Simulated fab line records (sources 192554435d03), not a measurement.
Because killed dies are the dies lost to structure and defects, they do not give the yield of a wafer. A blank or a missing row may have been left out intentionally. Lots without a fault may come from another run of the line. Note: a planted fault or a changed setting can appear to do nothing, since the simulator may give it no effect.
A single fault, viewed from 2 desks	flow n5_finfet	only its own numbers are on each desk; what lay behind them is given at the end

## AT THE METROLOGY DESK
Means of the sampled wafers that have a number, per lot and without regard to the tool the lot ran on: this is what the gauges read. A lot is out of limits, marked OUT, if its mean lies more than 4 standard deviations from the usual mean; the brackets give that distance. Of its 16 readings 7 are shown: the one that was out of limits first, and those that lie furthest out on some lot.
Columns: A = CJ_N at N5_BEOL_M4_RC_MEAS_101, usual 4.37; B = DIBL_N at N5_BEOL_M4_RC_MEAS_101, usual 36.3 mV/V; C = IOFF_N_LIN at N5_BEOL_M4_RC_MEAS_101, usual 0.075 nA/um; D = ION_N at N5_BEOL_M4_RC_MEAS_101, usual 673 uA/um; E = REXT_N at N5_BEOL_M4_RC_MEAS_101, usual 75.3 ohm.um; F = VT_N at N5_BEOL_M4_RC_MEAS_101, usual 249.4 mV; G = VT_N_LVT at N5_BEOL_M4_RC_MEAS_101, usual 98.3 mV
lot	first seen here	A	B	C	D	E	F	G
L416	day 9 02:45	4.30	34.9	0.065	666	76.2	250.5	102.1
L421	day 10 09:23	3.85 (-6.5) OUT	24.2 (-10) OUT	0.025 (-6.7) OUT	517 (-18) OUT	157.0 (+54) OUT	274.1 (+10) OUT	123.8 (+9.1) OUT
L422	day 10 18:01	4.02 (-4.4) OUT	25.2 (-9.2) OUT	0.028 (-6.3) OUT	527 (-17) OUT	149.6 (+50) OUT	270.5 (+8.8) OUT	117.6 (+6.9) OUT
L426	day 11 07:54	4.45	37.1	0.073	666	76.7	250.0	98.8
L428	day 11 14:03	4.36	36.8	0.075	675	76.8	251.0	100.9
L427	day 11 14:11	4.22	37.5	0.079	664	75.8	248.5	94.3
L432	day 12 16:58	4.33	33.6	0.063	662	75.0	252.2	102.2
L431	day 12 18:50	4.36	35.6	0.082	678	77.8	248.4	96.7
L434	day 12 22:19	4.55	38.2	0.081	670	75.1	247.1	96.3
This desk reports L421, L422 out of limits; the earliest was L421 at day 10 09:23 (CJ_N at N5_BEOL_M4_RC_MEAS_101). L416, L426, L428, L427, L432, L431, L434: within limits.

## THE TOOL OWNER'S DESK: epi_rpcvd-03
The tool's own readings at N5_SD_EPI_N_VAPOR_ETCH_50 (etches Si in HCl, time 54 s): means of the sampled wafers that have a number, for each lot that ran on this tool. A lot is out of limits, marked OUT, if its mean lies more than 4 standard deviations from the usual mean; the brackets give that distance.
Columns: A = chamber_pressure_Torr at N5_SD_EPI_N_VAPOR_ETCH_50, usual 20.00 Torr; B = lamp_inner_pct at N5_SD_EPI_N_VAPOR_ETCH_50, usual 21.1 %; C = throttle_valve_pct at N5_SD_EPI_N_VAPOR_ETCH_50, usual 11.8 %
lot	first seen here	A	B	C
L427	day 6 10:38	20.04	22.2	12.1
L428	day 6 14:52	20.04	22.1	11.9
L432	day 7 17:30	20.01	22.2	12.0
L434	day 8 06:43	19.98	22.3	12.0
This desk found nothing out of limits on any of the 4 lots.

## BROUGHT TOGETHER
Metrology desk: alarm possible at day 10 09:23 on L421, L422.
Nothing out of limits was seen by the tool owner's desk.
The tool owner's desk has no number on record for L421, L422.
All the named lots went through N5_SD_EPI_N_VAPOR_ETCH_50 on epi_rpcvd-03.

## WHAT WAS PUT IN BY THE SIMULATOR
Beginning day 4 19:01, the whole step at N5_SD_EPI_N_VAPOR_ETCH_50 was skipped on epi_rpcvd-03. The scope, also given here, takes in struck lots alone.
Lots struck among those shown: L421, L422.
Hours from the fault's start to each desk's first reading out of limits: the metrology desk, 134.
